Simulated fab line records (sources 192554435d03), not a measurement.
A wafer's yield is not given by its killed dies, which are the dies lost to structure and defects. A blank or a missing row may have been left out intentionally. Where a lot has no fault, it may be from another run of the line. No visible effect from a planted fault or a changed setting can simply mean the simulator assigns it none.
Lot-split experiment :: flow n5Finfet :: 21 wafers read from 7 lots, route of 1938 steps

## ABOUT THE SPLIT
At N5_BEOL_M1_COAT_62 (time 60 s, resist thk 12 nm), the setting spinRpm was moved away from the recipe's 1500 rpm on 10 of the 21 wafers read, by -7.8% to +9.1%. The other wafers ran this setting at the recipe's value.

## FROM THE SPLIT TO THE READING: what the file shows between them, 5 steps
- N5_BEOL_M1_COAT_73: time 60 s, resist thk 5 nm
- N5_BEOL_M1_COAT_05: resist thk 30 nm
- N5_BEOL_M1_DESCUM_16: chemistry O2, time 7 s
- N5_BEOL_M1_ETCH_74: etches underlayer in N2/H2, target depth 6.5 nm, time 5.2 s
- N5_BEOL_M1_ETCH_63: etches SiARC in CF4, target depth 15.6 nm, time 26 s

## THE READING
SiARC_of_BEOL_M1_COAT_62.thkNm (the simulator's own value, which no gauge read), in nm, at N5_BEOL_M1_ETCH_64 (etches SOC in N2/H2, target depth 75 nm, overetch 15 nm, time 112.5 s). There is no usual value for it anywhere in the file. The 11 wafers here that ran the recipe average 6.8 nm, standard deviation 0.13 nm.

wafer: L074.1
tool, chamber at the split: lithoTrack-05, 0
spinRpm as run, rpm: 1383
against the recipe: -7.8%
SiARC_of_BEOL_M1_COAT_62.thkNm, nm: 7.4
against lot-mates on the recipe: +0.7

wafer: L074.2
tool, chamber at the split: lithoTrack-05, 0
spinRpm as run, rpm: 1500
against the recipe: recipe
SiARC_of_BEOL_M1_COAT_62.thkNm, nm: 6.8
against lot-mates on the recipe: -

wafer: L074.4
tool, chamber at the split: lithoTrack-05, 0
spinRpm as run, rpm: 1500
against the recipe: recipe
SiARC_of_BEOL_M1_COAT_62.thkNm, nm: 6.6
against lot-mates on the recipe: -

wafer: L081.3
tool, chamber at the split: lithoTrack-01, 0
spinRpm as run, rpm: 1588
against the recipe: +5.9%
SiARC_of_BEOL_M1_COAT_62.thkNm, nm: 6.4
against lot-mates on the recipe: -0.4

wafer: L081.4
tool, chamber at the split: lithoTrack-01, 0
spinRpm as run, rpm: 1588
against the recipe: +5.9%
SiARC_of_BEOL_M1_COAT_62.thkNm, nm: 6.6
against lot-mates on the recipe: -0.2

wafer: L081.6
tool, chamber at the split: lithoTrack-01, 0
spinRpm as run, rpm: 1500
against the recipe: recipe
SiARC_of_BEOL_M1_COAT_62.thkNm, nm: 6.8
against lot-mates on the recipe: -

wafer: L083.1
tool, chamber at the split: lithoTrack-01, 0
spinRpm as run, rpm: 1500
against the recipe: recipe
SiARC_of_BEOL_M1_COAT_62.thkNm, nm: 6.6
against lot-mates on the recipe: -

wafer: L083.5
tool, chamber at the split: lithoTrack-01, 0
spinRpm as run, rpm: 1399
against the recipe: -6.7%
SiARC_of_BEOL_M1_COAT_62.thkNm, nm: 7.2
against lot-mates on the recipe: +0.6

wafer: L083.6
tool, chamber at the split: lithoTrack-01, 0
spinRpm as run, rpm: 1399
against the recipe: -6.7%
SiARC_of_BEOL_M1_COAT_62.thkNm, nm: 7.2
against lot-mates on the recipe: +0.6

wafer: L091.3
tool, chamber at the split: lithoTrack-01, 0
spinRpm as run, rpm: 1637
against the recipe: +9.1%
SiARC_of_BEOL_M1_COAT_62.thkNm, nm: 6.2
against lot-mates on the recipe: no lot-mate on the recipe

wafer: L091.4
tool, chamber at the split: lithoTrack-01, 0
spinRpm as run, rpm: 1637
against the recipe: +9.1%
SiARC_of_BEOL_M1_COAT_62.thkNm, nm: 6.2
against lot-mates on the recipe: no lot-mate on the recipe

wafer: L091.5
tool, chamber at the split: lithoTrack-01, 0
spinRpm as run, rpm: 1637
against the recipe: +9.1%
SiARC_of_BEOL_M1_COAT_62.thkNm, nm: 6.2
against lot-mates on the recipe: no lot-mate on the recipe

wafer: L092.1
tool, chamber at the split: lithoTrack-05, 0
spinRpm as run, rpm: 1431
against the recipe: -4.6%
SiARC_of_BEOL_M1_COAT_62.thkNm, nm: 7
against lot-mates on the recipe: +0.2

wafer: L092.3
tool, chamber at the split: lithoTrack-05, 0
spinRpm as run, rpm: 1500
against the recipe: recipe
SiARC_of_BEOL_M1_COAT_62.thkNm, nm: 6.8
against lot-mates on the recipe: -

wafer: L092.4
tool, chamber at the split: lithoTrack-05, 0
spinRpm as run, rpm: 1431
against the recipe: -4.6%
SiARC_of_BEOL_M1_COAT_62.thkNm, nm: 7.2
against lot-mates on the recipe: +0.4

wafer: L095.1
tool, chamber at the split: lithoTrack-01, 0
spinRpm as run, rpm: 1500
against the recipe: recipe
SiARC_of_BEOL_M1_COAT_62.thkNm, nm: 6.8
against lot-mates on the recipe: -

wafer: L095.3
tool, chamber at the split: lithoTrack-01, 0
spinRpm as run, rpm: 1500
against the recipe: recipe
SiARC_of_BEOL_M1_COAT_62.thkNm, nm: 7
against lot-mates on the recipe: -

wafer: L095.5
tool, chamber at the split: lithoTrack-01, 0
spinRpm as run, rpm: 1500
against the recipe: recipe
SiARC_of_BEOL_M1_COAT_62.thkNm, nm: 7
against lot-mates on the recipe: -

wafer: L097.1
tool, chamber at the split: lithoTrack-01, 0
spinRpm as run, rpm: 1500
against the recipe: recipe
SiARC_of_BEOL_M1_COAT_62.thkNm, nm: 6.8
against lot-mates on the recipe: -

wafer: L097.2
tool, chamber at the split: lithoTrack-01, 0
spinRpm as run, rpm: 1500
against the recipe: recipe
SiARC_of_BEOL_M1_COAT_62.thkNm, nm: 6.8
against lot-mates on the recipe: -

wafer: L097.3
tool, chamber at the split: lithoTrack-01, 0
spinRpm as run, rpm: 1500
against the recipe: recipe
SiARC_of_BEOL_M1_COAT_62.thkNm, nm: 7
against lot-mates on the recipe: -

FIT RESULTS
A straight line over all 21 wafers: SiARC_of_BEOL_M1_COAT_62.thkNm changes by -0.0642 nm for each +1% of spinRpm; r = -0.94; the points scatter about the line by 0.12 nm.
The same after taking each lot's own level away (the mean of its wafers on the recipe; 18 wafers): -0.0734 nm for each +1%; r = -0.94; scatter 0.1 nm.
According to that fit, moving spinRpm by its largest amount changes the reading by 0.67 nm.
The lots' own levels span 6.60 to 6.93 nm, that is 2.5 times the standard deviation above.
So the lot-to-lot level changes the slope: the two fits differ.
Check: +0.57 nm against its lot-mates is what the line predicts for one of the wafers moved furthest among these (-7.8%) when that wafer is left out of the fit. Against them it came out at +0.7 nm.

## THE WHOLE CHAIN: every reading that the file lists as answering this split, in the file's order
step: N5_BEOL_M1_COAT_62
what it does: time 60 s, resist thk 12 nm
reading: SiARC_of_BEOL_M1_COAT_62.thkNm (the simulator's own value, which no gauge read)
change (the file's fit): -0.0561 nm for each +1% of the setting
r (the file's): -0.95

step: N5_BEOL_M1_ETCH_63
what it does: etches SiARC in CF4, target depth 15.6 nm, time 26 s
reading: etchRfOnTimeS
change (the file's fit): withheld for each +1% of the setting
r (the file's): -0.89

step: N5_BEOL_M1_ETCH_63
what it does: etches SiARC in CF4, target depth 15.6 nm, time 26 s
reading: etch.depthNm (the simulator's own value, which no gauge read)
change (the file's fit): -0.0592 nm for each +1% of the setting
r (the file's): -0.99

step: N5_BEOL_M1_ETCH_64
what it does: etches SOC in N2/H2, target depth 75 nm, overetch 15 nm, time 112.5 s
reading: SiARC_of_BEOL_M1_COAT_62.thkNm (the simulator's own value, which no gauge read)
change (the file's fit): -0.0781 nm for each +1% of the setting
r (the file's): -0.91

## THE FILE'S OWN FIT
SiARC_of_BEOL_M1_COAT_62.thkNm changes by -0.0781 nm for each +1% of spinRpm, r = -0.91.
